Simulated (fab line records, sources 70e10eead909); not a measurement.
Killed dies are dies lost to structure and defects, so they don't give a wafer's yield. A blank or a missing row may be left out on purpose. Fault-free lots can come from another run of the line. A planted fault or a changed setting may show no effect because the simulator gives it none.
Chamber matching | flow nandHarc | NHARC_A_STAIRCASE_TRIM_220 on rieDiel-01: 4 sister chambers
The step chemistry O2, time 211.2 s. 4 wafers are shown with their chamber, then 7 later ones without.

## WAFERS PAIRED WITH THEIR CHAMBERS
wafer  | chamber | showerheadPlenumPTorr (Torr)
L077.1 | 1       | 3.35
L091.1 | 2       | 3.61
L094.4 | 3       | 3.46
L094.5 | 0       | 3.29

## WAFERS WITH NO CHAMBER GIVEN
wafer  | showerheadPlenumPTorr (Torr)
L094.6 | 3.34
L096.3 | 3.29
L096.4 | 3.33
L096.6 | 3.46
L097.1 | 3.60
L097.2 | 3.29
L097.4 | 3.33

## WHICH CHAMBER EACH ONE RAN IN
wafer  | from the rows above     | in truth
L094.6 | 1                       | 1
L096.3 | 0                       | 0
L096.4 | can't be placed: 1 or 0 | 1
L096.6 | 3                       | 3
L097.1 | 2                       | 2
L097.2 | 0                       | 0
L097.4 | can't be placed: 1 or 0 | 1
5 of 7 placed correctly. These rows do not allow placing 2 (true chamber among the candidates in 2). 0 placed wrongly.
How it was worked out, from the rows above alone: a wafer's distance from a chamber is the root of the sum, over the readings, of the square of ((its reading less the chamber's mean) divided by the reading's scatter). The wafer belongs to the nearest chamber; if the next one is less than 2 further off, it can't be placed. The mean given for a chamber averages the wafers shown for that chamber. The scatter: with one shown wafer a chamber, the root of the mean of the squares of how far each hidden wafer lies from its nearest shown one.
